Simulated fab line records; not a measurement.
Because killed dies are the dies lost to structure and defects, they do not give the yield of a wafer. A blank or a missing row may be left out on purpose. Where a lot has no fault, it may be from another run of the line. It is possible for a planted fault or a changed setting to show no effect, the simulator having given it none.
fab line records    flow n5_finfet
record: lots: 4  wafers: 12  last_day: 18
route steps=1938 shown BEOL_M4@1099 BEOL_M5@1112 PASSIVATION@1936
lots that met no fault: from a run of the same line without faults
start_h: hours from the record's first day to the start of the lot's first wafer shown    wait_h: hours elapsed since this lot's preceding step    " identical to the entry in the row above    L1.1+2: a row that stands for several wafers    - no value, or no start was given    * or withheld: withheld    < > ~ a bound
route shown NAME@n: NAME is a module with steps in the file, n the number in the route of the first one    usual: mean/standard deviation of fault-free wafers    same: alike in all rows    chamber/n: place in a boat    sites: the reading at each site    _std_site: their standard deviation    _edge_site: mean of outer sites minus mean of inner sites    radius_mm: for every site, how far away it sits from the centre of the wafer    mask NAME#n: copy n    behind: the tool/chamber that last shaped the wafer    hold: why the lot was held/for how many hours/how that ended    device: whichever transistor did not switch (one of n, p or np)    end of line: the same wafers' tests at the end of the route    a step without rows: its recipe alone    killed: dies lost to structure and defects at the first sort, not the wafer's yield    map: per-die view of a wafer (x killed, . not killed, _ where there is no die)
set.NAME: setting as actually run; set.NAME@STEP: the setting as run at that earlier step    model.NAME: the simulator's own value behind a step, which no gauge read
certain route steps with their lots: each step a table, each wafer a row
services: when a tool's chamber went out of use (start_h, in hours from the record's first day, below 0 if earlier), for how many hours, and the reason
== steps ==
step: N5_BEOL_M4_ANNEAL_95
recipe: temp_c: 400  time_s: 240  ambient: vacuum
step: N5_BEOL_M4_SPUTTER_96
recipe: material: Cu  target_thk_a: 45  temp_c: -20  chamber_pressure_pa: 0.07  power_w: withheld  time_s: 8.29
step: N5_BEOL_M4_ECD_50
recipe: material: Cu  target_thk_a: 3000
step: N5_BEOL_M4_ANNEAL_51
recipe: temp_c: 225  time_s: 90  ambient: N2
step: N5_BEOL_M4_CMP_52
recipe: stop_on: SiOC  t_overpolish_s: 6.8  down_force_psi: 1  platen_rpm: 50  clearing_platen_down_force_psi: 1.5  clearing_platen_rpm: 50  post_cmp_clean: cu_alkaline  target_thk_nm: 40  clearing_platen_pad_velocity_m_s: 0.99484  pad_velocity_m_s: 0.99484
step: N5_BEOL_M4_PRE_CLEAN_60
recipe: gas: NH3/H2  time_s: 15  temp_c: *  rf_power_w: 300
step: N5_BEOL_M4_CO_CAP_55
recipe: material: Co  target_thk_a: 20  temp_c: 200  precursor: CCTBA/H2  pressure_torr: 30  time_s: 102.1
step: N5_BEOL_M4_PRE_CLEAN_56
recipe: gas: NH3  time_s: 15  temp_c: withheld  rf_power_w: 300
step: N5_BEOL_M4_DEP_57
recipe: material: SiCN  target_thk_a: 80  temp_c: withheld  precursor: 3MS/NH3  pressure_torr: 3  rf_w: 202  time_s: 14
step: N5_BEOL_M4_RC_MEAS_101
usual: DIBL_N: 37.0/2.3  DIBL_P: 37.3/2.8  IOFF_N: 0.17/0.046  IOFF_P: 0.23/0.054  ION_N: 675/14  ION_P: 460/9.3  SS_N: 71.7/0.73  SS_P: 73.6/0.95  VT_N: 249/3.9  VT_P: -250/3.9
lot.wafer  tool       chamber  start_h  wait_h  DIBL_N[mV/V]  DIBL_P[mV/V]  IOFF_N[nA/um]  IOFF_P[nA/um]  ION_N[uA/um]  ION_P[uA/um]  SS_N[mV/dec]  SS_P[mV/dec]  VT_N[mV]  VT_P[mV]
L921.2     prober-02  0        251.04   0.2     37.3          39.3          0.23           0.29           695           473           71.2          74.5          241       -242
L921.3     "          0        "        "       35.5          37.2          0.19           0.25           679           470           71.1          73.6          243       -248
L921.4     "          0        "        "       38.5          40.0          0.26           0.32           691           472           72.5          74.4          242       -243
L923.1     prober-01  0        275.30   0.0     38.0          38.8          0.17           0.22           671           458           71.5          73.4          249       -253
L923.2     "          0        "        "       36.8          37.0          0.16           0.20           687           464           71.2          73.2          249       -253
L923.4     "          0        "        "       38.4          38.4          0.18           0.21           684           464           72.2          73.4          248       -252
L922.3     prober-01  0        281.14   0.3     38.5          37.5          0.20           0.25           667           458           72.4          74.2          248       -251
L922.4     "          0        "        "       36.1          36.0          0.15           0.22           680           468           71.8          72.6          248       -246
L922.6     "          0        "        "       39.4          38.4          0.20           0.25           664           449           73.3          74.2          250       -249
L931.1     prober-01  0        317.82   0.0     38.0          41.1          0.18           0.23           674           454           72.3          74.7          250       -254
L931.2     "          0        "        "       38.0          40.4          0.19           0.21           681           459           72.0          73.8          250       -251
L931.5     "          0        "        "       37.7          39.3          0.19           0.20           666           449           72.0          74.9          249       -256
step: N5_BEOL_M5_ILD_DEP_00
recipe: material: SiCOH_lowk  target_thk_a: 1406.4  temp_c: 300  precursor: DEMS/porogen  pressure_torr: 5  rf_w: 500  time_s: 25.9
step: N5_BEOL_M5_CURE_79
recipe: temp_c: 385  time_s: 240  ambient: He/Ar  material: SiCOH_lowk
step: N5_BEOL_M5_PECVD_70
recipe: material: SiO2  target_thk_a: 160  temp_c: 400  precursor: TEOS/O2  pressure_torr: 5.5  rf_w: 450  teos_flow_sccm: 53.8  gas: O2  flow_sccm: 3000  time_s: 18
step: N5_BEOL_M5_HM_DEP_02
recipe: material: TiN  target_thk_a: 200  temp_c: 25  chamber_pressure_pa: 0.49996
step: N5_BEOL_M5_COAT_59
recipe: resist: SOC  temp_c: 250  time_s: 60  spin_rpm: 1500  resist_thk_nm: 60
step: N5_BEOL_M5_COAT_60
recipe: resist: SiARC  temp_c: 220  time_s: 60  spin_rpm: 1500  resist_thk_nm: 12
step: N5_BEOL_M5_COAT_71
recipe: resist: underlayer  temp_c: 205  time_s: 60  spin_rpm: 1500  resist_thk_nm: 5
step: N5_BEOL_M5_COAT_05
recipe: resist: CAR-EUV  spin_rpm: 1500  resist_thk_nm: 30
step: N5_BEOL_M5_EBR_07
recipe: solvent: PGMEA  ebr_width_mm: 1.5
step: N5_BEOL_M5_SOFTBAKE_06
recipe: temp_c: 110  time_s: 60  resist: CAR-EUV
step: N5_BEOL_M5_EXPOSE_08
recipe: mask_id: M5  na: 0.33  source_shape: annular  sigma_inner: 0.4  sigma_outer: 0.8  polarization: unpolarized  target_cd_nm: 28  dose_mj: 35.75
step: N5_BEOL_M5_PEB_09
recipe: peb_temp_c: 100  peb_time_s: 60  resist: CAR-EUV
step: N5_BEOL_M5_DEVELOP_10
recipe: develop_time_s: 30  developer: TMAH  resist: CAR-EUV  rinse_liquid: surfactant_rinse  dry: air_spin  dev_temp_c: 23
step: N5_BEOL_M5_DESCUM_16
recipe: chemistry: O2  time_s: 7  source_power_w: 50  bias_power_w: 20  pressure_mtorr: 20  rf_frequency_hz: 2.712e+07  temp_c: 40  resist: CAR-EUV  o2_flow_sccm: 225
step: N5_BEOL_M5_ETCH_72
recipe: chemistry: N2/H2  target: underlayer  target_depth_a: 65  mask_material: CAR-EUV  time_s: 5.2  ion_energy_ev: 200  pressure_mtorr: 30  source_w: 840  bias_w: 150  n2_flow_sccm: 200  h2_flow_sccm: 200  ends: cleared
step: N5_BEOL_M5_ETCH_61
recipe: chemistry: CF4  target: SiARC  target_depth_a: 156  mask_material: CAR-EUV  time_s: 26  ion_energy_ev: 80  pressure_mtorr: 40  source_w: 545  bias_w: 36  Ar_flow_sccm: 100  cf4_flow_sccm: 100  ends: cleared
step: N5_BEOL_M5_ETCH_62
recipe: chemistry: N2/H2  target: SOC  target_depth_a: 750  overetch_a: 150  mask_material: SiARC  temp_c: 40  time_s: 112.5  ion_energy_ev: 200  pressure_mtorr: 30  source_w: 840  bias_w: 150  n2_flow_sccm: 200  h2_flow_sccm: 200
step: N5_BEOL_M5_STRIP_63
recipe: chemistry: N2/H2  temp_c: 40  n2_flow_sccm: 200  h2_flow_sccm: 200  rf_frequency_hz: 6e+07
step: N5_BEOL_M5_STRIP_73
recipe: chemistry: N2/H2  temp_c: 40  n2_flow_sccm: 200  h2_flow_sccm: 200  rf_frequency_hz: 6e+07
step: N5_BEOL_M5_STRIP_64
recipe: chemistry: CF4  resist: SiARC  power_w: 300  bias_power_w: 75  pressure_mtorr: 50  cf4_flow_sccm: 150  rf_frequency_hz: 6e+07
step: N5_BEOL_M5_HM_OPEN_17
recipe: chemistry: Cl2/BCl3  target_depth_a: 200  overetch_a: 60  target: TiN  mask_material: SOC  ion_energy_ev: 150  pressure_mtorr: 10  icp_w: 1000  bias_w: 126  Cl2_flow_sccm: 53.25  bcl3_flow_sccm: 21.75  Ar_flow_sccm: 25
step: N5_BEOL_M5_STRIP_19
recipe: chemistry: O2  power_w: 400  temp_c: 40  pressure_mtorr: 30  rf_frequency_hz: 6e+07  bias_power_w: 0  overash_fraction: 0.2  o2_flow_sccm: 225
step: N5_BEOL_M5_COAT_65
recipe: resist: SOC  temp_c: 250  time_s: 60  spin_rpm: 1500  resist_thk_nm: 60
step: N5_BEOL_M5_COAT_66
recipe: resist: SiARC  temp_c: 220  time_s: 60  spin_rpm: 1500  resist_thk_nm: 12
step: N5_BEOL_M5_STRIP_91
recipe: chemistry: N2/H2  time_s: 10  power_w: 450  temp_c: 40  pressure_mtorr: 20  rf_frequency_hz: 6e+07  bias_power_w: 7  n2_flow_sccm: 200  h2_flow_sccm: 200
usual: bias_power_w: 7.000/0.022  chamber_pressure_mTorr: 20.001/0.023  drypump_motor_current_A: 5.7/0.55  h2_flow_sccm: 200.1/0.57  n2_flow_sccm: 200.0/0.63  oes_product_au: 0.76/0.094  rf_vpp_V: 59.4/0.83  showerhead_plenum_p_Torr: 2.57/0.089  throttle_valve_pct: 23.5/0.4
lot.wafer  tool         chamber  start_h  wait_h  bias_power_w  chamber_pressure_mTorr  drypump_motor_current_A  h2_flow_sccm  n2_flow_sccm  oes_product_au  rf_hours_counter_h  rf_vpp_V  showerhead_plenum_p_Torr  throttle_valve_pct
L921.2     rie_diel-06  1        259.28   -       7.009         20.041                  5.4                      200.9         199.3         0.81            82                  59.0      2.54                      22.7
L921.3     "            3        "        "       6.996         20.008                  5.2                      201.0         199.3         0.69            192                 58.7      2.43                      24.2
L921.4     "            2        "        "       7.021         20.017                  6.2                      199.2         200.4         0.85            54                  58.3      2.46                      23.5
L923.1     rie_diel-06  3        278.98   -       -             -                       -                        -             -             -               -                   -         -                         -
L923.2     "            1        "        "       -             -                       -                        -             -             -               -                   -         -                         -
L923.4     "            0        "        "       -             -                       -                        -             -             -               -                   -         -                         -
L922.3     rie_diel-06  0        284.95   -       -             -                       -                        -             -             -               -                   -         -                         -
L922.4     "            2        "        "       -             -                       -                        -             -             -               -                   -         -                         -
L922.6     "            0        "        "       -             -                       -                        -             -             -               -                   -         -                         -
L931.1     rie_diel-04  2        321.59   -       7.049         20.018                  4.9                      200.6         200.1         0.68            242                 60.3      2.60                      23.4
L931.2     "            0        "        "       7.009         19.990                  5.3                      200.4         200.2         0.71            196                 59.2      2.64                      23.6
L931.5     "            3        "        "       6.988         19.990                  5.9                      199.6         200.8         0.94            -                   59.8      2.70                      23.1
step: N5_PASSIVATION_PROBE_49
usual: defect_limited_yield: 91.5/1.3  killed_at_M0_to_M3: 36/10  killed_at_M4_up: 13/4.7  killed_at_contacts: 13/6.7  killed_at_front_end: 37/9.7  killed_at_other: 2.6/2.3  killed_dies: 101/15  killed_open: 67/12  killed_short: 32/6.7  sort_bin_5_function: 5.0/0.89  sort_bin_6_memory: 3.2/0.63  sort_n_pass: 1079/16  sort_yield_pct: 91.4/1.4
same: gross_dies: 1180  killed_at_back_side: 0  sort_bin_4_leakage[%]: 0  sort_bin_8_speed[%]: 0
lot.wafer  tool       chamber  start_h  wait_h  defect_limited_yield[%]  killed_at_M0_to_M3  killed_at_M4_up  killed_at_contacts  killed_at_front_end  killed_at_other  killed_dies  killed_open  killed_short  sort_bin_5_function[%]  sort_bin_6_memory[%]  sort_n_pass  sort_yield_pct[%]
L921.2     prober-02  -        368.38   0.1     92.4                     24                  7                10                  37                   12               90           64           25            4.1                     3.4                   1090         92.4
L921.3     prober-02  -        368.43   0.1     91.6                     37                  10               8                   38                   6                99           63           33            5.4                     2.8                   1081         91.6
L921.4     prober-02  -        368.48   0.2     93.2                     30                  7                4                   35                   4                80           50           27            4.2                     2.5                   1100         93.2
L923.1     prober-01  -        383.11   0.0     88.7                     17                  66               24                  20                   6                133          82           51            7.0                     3.9                   1047         88.7
L923.2     prober-01  -        383.16   0.1     86.4                     36                  63               22                  32                   8                161          111          50            7.5                     5.6                   1019         86.4
L923.4     prober-01  -        383.26   0.2     86.5                     19                  69               33                  33                   5                159          129          29            7.6                     5.1                   1021         86.5
L922.3     prober-01  -        386.76   0.1     84.2                     50                  65               23                  47                   2                187          136          49            9.2                     6.1                   993          84.2
L922.4     prober-01  -        386.81   0.2     85.5                     42                  61               16                  52                   0                171          118          53            8.9                     4.8                   1009         85.5
L922.6     prober-01  -        386.91   0.3     87.0                     37                  75               11                  29                   1                153          108          39            6.9                     5.4                   1027         87.0
L931.1     prober-02  -        437.77   0.9     90.3                     53                  17               11                  32                   1                114          80           34            5.7                     3.6                   1066         90.3
L931.2     prober-02  -        437.82   1.0     90.2                     61                  7                11                  35                   2                116          86           28            5.3                     4.5                   1064         90.2
L931.5     prober-02  -        437.97   1.1     89.4                     50                  19               21                  34                   1                125          84           40            6.6                     3.4                   1055         89.4
killed by level:class
L921.2 MOL_CONTACT_COAG:geometric_particle:open=9 FIN_SAQP:geometric_particle:short=7 BEOL_M3:geometric_particle:open=7 STI_FIN_REVEAL:geometric_particle:open=6 FIN_SAQP:geometric_particle:open=5 BEOL_M2:geometric_particle:open=5 DUMMY_GATE:geometric_particle:open=4 BEOL_M0_SAQP:geometric_particle:open=4
L921.3 BEOL_M3:geometric_particle:open=10 FIN_SAQP:geometric_particle:short=8 STI_FIN_REVEAL:geometric_particle:open=8 DUMMY_GATE:geometric_particle:open=7 BEOL_M1:geometric_particle:open=7 MOL_CONTACT_COAG:geometric_particle:open=6 DUMMY_GATE:geometric_particle:short=5 BEOL_M2:geometric_particle:open=5
L921.4 STI_FIN_REVEAL:geometric_particle:open=8 BEOL_M1:geometric_particle:open=8 FIN_SAQP:geometric_particle:short=6 DUMMY_GATE:geometric_particle:open=6 BEOL_M2:geometric_particle:open=6 BEOL_M3:geometric_particle:open=5 BEOL_M0_SAQP:geometric_particle:open=4 BEOL_M0_SAQP:geometric_particle:short=4
L923.1 BEOL_M5:geometric_particle:open=40 BEOL_M5:geometric_particle:short=18 MOL_CONTACT_COAG:geometric_particle:open=16 MOL_CONTACT_COAG:geometric_particle:short=8 FIN_SAQP:geometric_particle:short=6 BEOL_M0_SAQP:geometric_particle:open=5 FIN_SAQP:geometric_particle:open=3 STI_FIN_REVEAL:geometric_particle:short=3
L923.2 BEOL_M5:geometric_particle:open=43 MOL_CONTACT_COAG:geometric_particle:open=16 FIN_SAQP:geometric_particle:open=13 BEOL_M5:geometric_particle:short=11 FIN_SAQP:geometric_particle:short=10 BEOL_M0_SAQP:geometric_particle:open=7 BEOL_M3:geometric_particle:open=7 MOL_CONTACT_COAG:geometric_particle:short=6
L923.4 BEOL_M5:geometric_particle:open=50 MOL_CONTACT_COAG:geometric_particle:open=30 FIN_SAQP:geometric_particle:open=12 FIN_SAQP:geometric_particle:short=9 BEOL_M1:geometric_particle:open=8 BEOL_M4:geometric_particle:open=8 BEOL_M3:geometric_particle:open=6 BEOL_M5:geometric_particle:short=6
L922.3 BEOL_M5:geometric_particle:open=43 MOL_CONTACT_COAG:geometric_particle:open=21 STI_FIN_REVEAL:geometric_particle:open=14 BEOL_M0_SAQP:geometric_particle:open=12 BEOL_M5:geometric_particle:short=10 BEOL_M0_SAQP:geometric_particle:short=8 BEOL_M2:geometric_particle:open=8 FIN_SAQP:geometric_particle:open=7
L922.4 BEOL_M5:geometric_particle:open=44 BEOL_M5:geometric_particle:short=13 BEOL_M0_SAQP:geometric_particle:short=13 FIN_SAQP:geometric_particle:short=12 STI_FIN_REVEAL:geometric_particle:open=12 BEOL_M0_SAQP:geometric_particle:open=12 FIN_SAQP:geometric_particle:open=11 MOL_CONTACT_COAG:geometric_particle:open=11
L922.6 BEOL_M5:geometric_particle:open=50 BEOL_M5:geometric_particle:short=16 MOL_CONTACT_COAG:geometric_particle:open=9 BEOL_M0_SAQP:geometric_particle:open=9 BEOL_M0_SAQP:geometric_particle:short=8 STI_FIN_REVEAL:geometric_particle:open=7 BEOL_M3:geometric_particle:open=7 HKMG_FIN:area_etch=5
L931.1 BEOL_M3:geometric_particle:open=11 MOL_CONTACT_COAG:geometric_particle:open=9 BEOL_M1:geometric_particle:open=8 BEOL_M2:geometric_particle:open=8 BEOL_M0_SAQP:geometric_particle:open=7 BEOL_M1:geometric_particle:short=6 STARTING-WAFER:geometric_particle:open=6 FIN_SAQP:geometric_particle:open=5
L931.2 BEOL_M0_SAQP:geometric_particle:open=17 BEOL_M2:geometric_particle:open=16 STI_FIN_REVEAL:geometric_particle:open=12 MOL_CONTACT_COAG:geometric_particle:open=10 BEOL_M3:geometric_particle:open=10 BEOL_M0_SAQP:geometric_particle:short=9 FIN_SAQP:geometric_particle:open=4 FIN_SAQP:geometric_particle:short=4
L931.5 MOL_CONTACT_COAG:geometric_particle:open=17 FIN_SAQP:geometric_particle:open=12 BEOL_M0_SAQP:geometric_particle:open=11 BEOL_M0_SAQP:geometric_particle:short=11 BEOL_M1:geometric_particle:open=7 BEOL_M2:geometric_particle:open=6 BEOL_M3:geometric_particle:open=6 FIN_SAQP:geometric_particle:short=5
map L922.3 (x killed, . not)
_________________x.x.x..x....________________
______________.x......x..x.....x_____________
___________xxx.....x...x.x.x...x..x__________
__________............x........x...._________
________x..............x.....x...x...x_______
_______.....x.x.x...x....x....x.xxx....______
______..x.x......................x......_____
_____...............xx..x...x............____
____.........x..x...xx.............x....xx___
___............x....................x..x...__
___..x.x..................x................__
__..........x.............x...x....x.x......_
__x...x..x...x.................x...x....x..._
_........................x...x.........x.....
_.xxxx........x.......x...xx......x..x.x.....
_......x.......xxx.................x..x.....x
_x...............x............x..x........xx.
_....................x..........x..x.....xxx.
_...xx........x.........x.xxx......x....x....
_...............x......xx.........x..........
_..............x.x.x.......x......x.........x
__...............x....x..x...........x..x..._
__x........................x.....xx........._
___.....x.x.................xx....xx......x__
___....x................x.x....xx..x.xx..x.__
____........x...xx..x...............x.....___
_____xxx..x....x............x....x...x.x.____
______....x.......x......xxx...........x_____
_______...x...............x.....x......______
________...............x.....x.x..x..._______
__________........x.......xx.......x_________
___________..x.xx.x.x..............__________
______________x.xx...x........xx_____________
_________________.xx.....x...________________
map L923.2 (x killed, . not)
_________________...x..x..x..________________
______________........x....x.x.._____________
___________x........x..............__________
__________..x.......x..x..x...x.x..._________
________...x.......x.........x......x._______
_______...................x.........x..______
______................x......x.........._____
_____x..........x....x..x..x..x.x.x....x.____
____xx.x.........x......x......xxx..x.....___
___....x.............x..............x..x...__
___.........x........x.............x..x....__
__x.....x............................x......_
__x......x.x................................_
_...............x..........x....xx...x......x
_..........x....x......xx.x...x..............
_.x......x..x....x.x......................xxx
_............x.....x..........x.......x......
_.......x...................x.x......x......x
_.....x.......xx................xxx........x.
_...x.x.x.x.x...............x.x.x....x.x.....
_.......................x..x........x.xx....x
__...x.............x......x...........x....._
__..........x......xx................x..x..._
___x..........x..........x.x.............xx__
___..........x......x.......xx..x......xx..__
____....x..x......x.......................___
_____xx..x..........x.......x............____
______x........x...x..........xx..x....._____
_______..x........................x....______
________x.....x....x.......x......xx.._______
__________....x.......x............x_________
___________.x..................x..x__________
______________..x.x..x.........x_____________
_________________...x........________________
== services ==
tool         chamber  start_h  hours  kind
rie_diel-04  3        237.79   -      clean
rie_diel-04  3        237.79   -      consumable_replace:focus_ring
rie_diel-04  3        237.79   -      consumable_replace:showerhead
rie_diel-04  3        237.79   23.2   scheduled_down
rie_diel-04  3        237.79   23.2   vent_cycle
== key ==
first_sign: step: N5_BEOL_M5_STRIP_91  reading: tool_record  direction: missing
effect: step: N5_PASSIVATION_PROBE_49  reading: killed_at_M4_up  direction: up  sigmas: 12  usual: 13  struck: 66
more_kills_born_at: N5_BEOL_M5_STRIP_91@rie_diel-06: 334
met_at N5_BEOL_M5_STRIP_91
struck_wafers L922.3,L922.4,L922.6,L923.1,L923.2,L923.4
onset_between 259.28 278.98
fault: kind: skipped_step_whole  tool: rie_diel-06  chamber: -  onset_h: 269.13  steps: N5_BEOL_M5_STRIP_91  scope: struck_lots_only
